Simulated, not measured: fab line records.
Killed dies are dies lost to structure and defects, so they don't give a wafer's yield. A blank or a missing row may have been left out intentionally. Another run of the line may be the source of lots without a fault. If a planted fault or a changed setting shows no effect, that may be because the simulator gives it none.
The tool behind it: which one? | flow n5-finfet | 21 lots with 63 wafers sampled at 2 steps, on a route of 1938 steps

WHAT THE GAUGES READ, wafer by wafer
N5_MOL_CONTACT_COAG_CD_MEAS_99: target cd 17.2 nm. Usual: 17.3 nm for cd-nm, sd 0.34.
lot  | measured     | on        | cd-nm (nm)     | flag
L075 | day 5 08:00  | cd-sem-02 | 17.3 17.7 18.0 |
L076 | day 5 08:52  | cd-sem-01 | 17.7 17.5 16.9 |
L078 | day 5 15:44  | cd-sem-02 | 17.2 18.0 17.8 |
L077 | day 5 22:50  | cd-sem-03 | 17.7 17.2 17.5 |
L080 | day 6 06:29  | cd-sem-03 | 18.0 17.7 16.6 |
L079 | day 6 08:18  | cd-sem-01 | 17.6 17.3 17.5 |
L081 | day 6 11:23  | cd-sem-02 | 16.5 17.2 17.8 |
L083 | day 6 23:07  | cd-sem-01 | 17.2 17.1 16.9 |
L084 | day 7 03:49  | cd-sem-03 | 16.8 17.2 17.6 |
L085 | day 7 12:07  | cd-sem-02 | 17.1 16.6 17.1 |
L086 | day 7 20:30  | cd-sem-01 | 16.7 17.4 17.1 |
L087 | day 7 23:01  | cd-sem-03 | 17.2 16.8 17.3 |
L088 | day 8 08:59  | cd-sem-03 | 17.2 17.3 18.0 |
L090 | day 8 22:08  | cd-sem-03 | 16.9 17.6 17.5 |
L091 | day 8 22:23  | cd-sem-03 | 17.4 18.3 17.1 |
L092 | day 9 05:44  | cd-sem-02 | 17.5 17.7 17.4 |
L093 | day 9 14:29  | cd-sem-03 | 17.1 17.4 17.2 |
L094 | day 9 18:06  | cd-sem-01 | 17.0 16.8 17.1 |
L095 | day 10 00:33 | cd-sem-01 | 17.2 16.7 16.7 |
L096 | day 10 06:44 | cd-sem-02 | 17.4 16.9 17.1 |
L097 | day 10 10:53 | cd-sem-02 | 17.3 17.2 16.8 |

TOOL THAT RAN EACH LOT (tool first, then ch and the chambers of the sampled wafers, then the start)
lot  | N5_MOL_CONTACT_COAG_STRIP_98
L075 | rie-diel-03 ch 0,2, day 5 07:56
L076 | rie-diel-03 ch 0,2, day 5 08:47
L078 | rie-diel-03 ch 0,2, day 5 15:40
L077 | rie-diel-01 ch 1,2, day 5 22:46
L080 | rie-diel-03 ch 0,1,3, day 6 06:25
L079 | rie-diel-01 ch 1,3, day 6 08:14
L081 | rie-diel-03 ch 1,2,3, day 6 11:19
L083 | rie-diel-03 ch 0,3, day 6 23:03
L084 | rie-diel-01 ch 0,1,2, day 7 03:44
L085 | rie-diel-01 ch 0,2,3, day 7 12:03
L086 | rie-diel-03 ch 1,3, day 7 20:26
L087 | rie-diel-01 ch 0,3, day 7 22:56
L088 | rie-diel-01 ch 1,3, day 8 08:55
L090 | rie-diel-01 ch 1,2, day 8 22:04
L091 | rie-diel-05 ch 0,1,2, day 8 22:19
L092 | rie-diel-01 ch 0,1,3, day 9 05:40
L093 | rie-diel-01 ch 0,1,3, day 9 14:25
L094 | rie-diel-01 ch 0,2,3, day 9 18:01
L095 | rie-diel-05 ch 0,3, day 10 00:29
L096 | rie-diel-03 ch 0,1,3, day 10 06:40
L097 | rie-diel-01 ch 2,3, day 10 10:50
- N5_MOL_CONTACT_COAG_STRIP_98: strips in N2/H2.

AS READ BY THE TOOLS THEMSELVES (means over the sampled wafers that have a number; for cases with no such wafer, the mark the record gives instead)
N5_MOL_CONTACT_COAG_STRIP_98. Usual: drypump-motor-current-A 6.0 A, standard deviation 0.54; h2-flow-sccm 300.1 sccm, standard deviation 0.97; oes-product-au 0.81 a.u., standard deviation 0.074; rf-vpp-V 54.0 V, standard deviation 1.6; showerhead-plenum-p-Torr 3.33 Torr, standard deviation 0.13; throttle-valve-pct 18.8 %, standard deviation 0.34.
lot  | tool        | drypump-motor-current-A (A) | h2-flow-sccm (sccm) | oes-product-au (a.u.) | rf-vpp-V (V) | showerhead-plenum-p-Torr (Torr) | throttle-valve-pct (%) | flag
L075 | rie-diel-03 | 6.3                         | 299.9               | 0.89                  | 55.0         | 3.33                            | 19.2                   |
L076 | rie-diel-03 | 6.5                         | 300.0               | 0.89                  | 53.6         | 3.38                            | 18.9                   |
L078 | rie-diel-03 | 6.5                         | 299.7               | 0.88                  | 52.7         | 3.38                            | 19.0                   |
L077 | rie-diel-01 | 6.2                         | 300.0               | 0.84                  | 55.2         | 3.36                            | 18.8                   |
L080 | rie-diel-03 | 6.0                         | 300.1               | 0.81                  | 55.1         | 3.39                            | 19.2                   |
L079 | rie-diel-01 | 6.0                         | 300.9               | 0.85                  | 53.4         | 3.23                            | 18.6                   |
L081 | rie-diel-03 | 6.3                         | 300.8               | 0.82                  | 53.9         | 3.43                            | 18.9                   |
L083 | rie-diel-03 | 5.7                         | 299.7               | 0.75                  | 54.6         | 3.40                            | 19.5                   |
L084 | rie-diel-01 | 6.0                         | 299.9               | 0.79                  | 54.7         | 3.33                            | 18.8                   |
L085 | rie-diel-01 | 5.6                         | 300.4               | 0.75                  | 54.4         | 3.26                            | 18.7                   |
L086 | rie-diel-03 | 6.2                         | 300.3               | 0.80                  | 54.4         | 3.43                            | 18.9                   |
L087 | rie-diel-01 | 5.5                         | 299.7               | 0.76                  | 52.4         | 3.13                            | 18.5                   |
L088 | rie-diel-01 | 6.0                         | 299.7               | 0.82                  | 53.8         | 3.22                            | 18.6                   |
L090 | rie-diel-01 | 5.8                         | 299.2               | 0.76                  | 55.7         | 3.41                            | 19.0                   |
L091 | rie-diel-05 | 5.7                         | 299.1               | 0.83                  | 53.7         | 3.38                            | 18.9                   |
L092 | rie-diel-01 | 6.0                         | 299.6               | 0.79                  | 54.0         | 3.20                            | 18.6                   |
L093 | rie-diel-01 | 5.9                         | 302.0               | 0.78                  | 52.9         | 3.19                            | 18.6                   |
L094 | rie-diel-01 | 5.6                         | 301.0               | 0.74                  | 54.0         | 3.25                            | 18.7                   |
L095 | rie-diel-05 | 5.5                         | 300.0               | 0.85                  | 54.3         | 3.36                            | 18.7                   |
L096 | rie-diel-03 | 6.0                         | 300.0               | 0.78                  | 55.4         | 3.38                            | 19.2                   |
L097 | rie-diel-01 | 5.2                         | 300.6               | 0.73                  | 54.3         | 3.20                            | 18.6                   |

THE ANSWER, worked out from the rows above alone
Rule: a lot is off if the mean of its wafers that have a number lies more than 3 standard deviations from the usual mean. Also off: a lot with no number at a reading for which 4 or more lots have one. Any other lot the step has rows for is counted as sound. Order of review: gauges by route order, followed by the tools' own readings, for which a lot's mean as printed above is used. The first step at which some lot is off is used, and at that step the reading that is off furthest; a lot without a number counts as furthest.
Across all readings shown, no lot is off: no conclusion can be drawn from this.

WHAT THE SIMULATOR PUT IN
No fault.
